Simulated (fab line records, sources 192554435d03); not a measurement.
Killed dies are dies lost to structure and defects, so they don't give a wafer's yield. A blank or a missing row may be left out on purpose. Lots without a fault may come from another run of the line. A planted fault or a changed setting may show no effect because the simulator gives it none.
A struck lot beside a sound one | flow n5_finfet | 19 steps out of a route of 1938
Sound: wafers L160.2, L160.5, L160.6. Struck: wafers L162.3, L162.6. (L162.1 of the same lot was not struck and is left out.) The cause comes at the end.
At each step with rows: each side's tool, then ch and its chambers, then its first start. Under that, the readings that differ: sound wafers | struck wafers | difference of the means | sigmas: that difference in standard deviations of wafers without a fault.
alike: readings whose means differ by less than 2 such deviations, and words and numbers that are the same on both sides. not compared: withheld readings, readings that some wafer has no value for, bounds like >300 that may hide the same value, and numbers for which the record gives no deviation and whose values overlap.
The two part at a step that has a row with sigmas, a row that says differs or no value, or rows on one side only. Numbers that don't overlap but have no deviation are shown without sigmas and don't part them. A reading that every wafer of one side lacks parts them only if that side has two wafers or more.

N5_BEOL_M3_INSPECT_30: inspects for defects (brightfield).
  sound on defect_inspect-02, day 9 07:08; struck on defect_inspect-01, day 10 05:08
  alike: raw_defect_count
then, 2 steps without rows for these wafers: N5_BEOL_M3_DESCUM_33 (chemistry O2, time 7 s); N5_BEOL_M3_ETCH_77 (etches underlayer in N2/H2, target depth 6.5 nm, time 5.2 s).
N5_BEOL_M3_ETCH_69: etches SiARC in CF4, target depth 15.6 nm, time 26 s.
  sound on rie_diel-04 ch 0,3, day 9 07:26; struck on rie_diel-01 ch 1,3, day 10 05:14
  alike: drypump_motor_current_A, etch_rf_on_time_s, oes_product_au, rf_vpp_V, showerhead_plenum_p_Torr, throttle_valve_pct
  not compared: rf_hours_counter_h
N5_BEOL_M3_ALD_98: deposits SiO2, target thk 2.5 nm, pulse time 1 s, co reactant pulse time 1 s.
  sound on ald_sin-03 ch 0,1, day 9 07:31; struck on ald_sin-04 ch 1,3, day 10 05:19
  alike: heater_power_w, precursor_pulse_height_rel
  not compared: since_wet_clean_h
then, 4 steps without rows for these wafers: N5_BEOL_M3_ETCHBACK_99 (etches SiO2 in CHF3, target depth 5 nm, time 10.4 s); N5_BEOL_M3_ETCH_70 (etches SOC in N2/H2, target depth 80 nm, overetch 16 nm, time 120 s); N5_BEOL_M3_STRIP_71 (strips in N2/H2); N5_BEOL_M3_STRIP_78 (strips in N2/H2).
N5_BEOL_M3_VIA_ETCH_34: etches the open film in C4F6/O2, target depth 69.4 nm, time 65.9 s.
  sound on rie_diel-03 ch 0,1,3, day 9 12:53; struck on rie_diel-03 ch 1,2, day 10 07:14
  alike: drypump_motor_current_A, oes_product_au, rf_vpp_V, run_length_s, showerhead_plenum_p_Torr, throttle_valve_pct
  not compared: rf_hours_counter_h
then, 1 step without rows for these wafers: N5_BEOL_M3_STRIP_83 (strips in C4F6/O2).
N5_BEOL_M3_STRIP_36: strips in N2/H2.
  sound on rie_diel-03 ch 0,1,3, day 9 12:57; struck on rie_diel-03 ch 1,2, day 10 07:18
  alike: drypump_motor_current_A, oes_product_au, rf_vpp_V, showerhead_plenum_p_Torr, throttle_valve_pct
  not compared: rf_hours_counter_h
N5_BEOL_M3_TRENCH_ETCH_37: etches SiOC in C4F6/O2, target depth 55.555 nm, time 29.2 s.
  sound on rie_diel-03 ch 0,1,3, day 9 12:59; struck on rie_diel-03 ch 1,2, day 10 07:20
  reading                             | sound             | struck     | difference | sigmas
  run_length_s (s)                    | 52.0 52.9 52.5    | 56.8 57.6  | +4.7       | +9
  model.BEOL_M3.feature_depth_nm (nm) | 54.8 54.8 55.4    | 63.2 64.2  | +8.7       |
  model.etch.depth_nm (nm)            | 54.72 54.84 55.48 | 63.1 64.22 | +8.6       |
  alike: drypump_motor_current_A, oes_product_au, rf_vpp_V, showerhead_plenum_p_Torr, throttle_valve_pct
  not compared: rf_hours_counter_h
N5_BEOL_M3_ETCH_41: etches SiCN in CH3F/O2, target depth 29.9 nm, time 52.5 s.
  sound on rie_diel-03 ch 0,1,3; struck on rie_diel-03 ch 1,2
  alike: drypump_motor_current_A, oes_product_au, rf_vpp_V, run_length_s, showerhead_plenum_p_Torr, throttle_valve_pct
  not compared: rf_hours_counter_h
then, 1 step without rows for these wafers: N5_BEOL_M3_STRIP_97 (strips in N2/H2, time 10 s).
N5_BEOL_M3_OCD_MEAS_38:
  sound on ocd-02, day 9 13:08; struck on ocd-01, day 10 07:29
  reading              | sound          | struck    | difference | sigmas
  trench_depth_nm (nm) | 54.9 54.2 55.4 | 62.8 64.3 | +8.7       | +9
then, 1 step without rows for these wafers: N5_BEOL_M3_HM_STRIP_39 (strips TiN in peroxide tin strip, target depth 25 nm, time 158 s).
N5_BEOL_M4_RC_MEAS_101:
  sound on prober-01 ch 0, day 10 06:46; struck on prober-01 ch 0, day 10 20:20
  alike: DIBL_N, DIBL_P, IOFF_N, IOFF_P, ION_N, ION_P, SS_N, SS_P, VT_N, VT_P
-- the record jumps here: 4 days lie between the struck wafers' starts before and after (it left off in module BEOL_M4 and takes up again in module PASSIVATION, whose first step shown is number 1936 of the route) --
N5_PASSIVATION_PROBE_49:
  sound on prober-01, day 14 05:57; struck on prober-01, day 14 21:40
  alike: defect_limited_yield, killed_at_M0_to_M3, killed_at_M4_up, killed_at_contacts, killed_at_front_end, killed_at_other, killed_dies, killed_open, killed_short, sort_bin_5_function, sort_bin_6_memory, sort_n_pass, sort_yield_pct

WHERE THEY PART
First at N5_BEOL_M3_TRENCH_ETCH_37; last, within this record, at N5_BEOL_M3_OCD_MEAS_38. Later steps at which nothing parts them and some readings are alike: N5_BEOL_M4_RC_MEAS_101, N5_PASSIVATION_PROBE_49.

WHY: what the simulator had put in
Process parameter drift: rie_diel-03, from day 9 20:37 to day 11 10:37, at N5_BEOL_M3_TRENCH_ETCH_37. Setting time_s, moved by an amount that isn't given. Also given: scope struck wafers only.
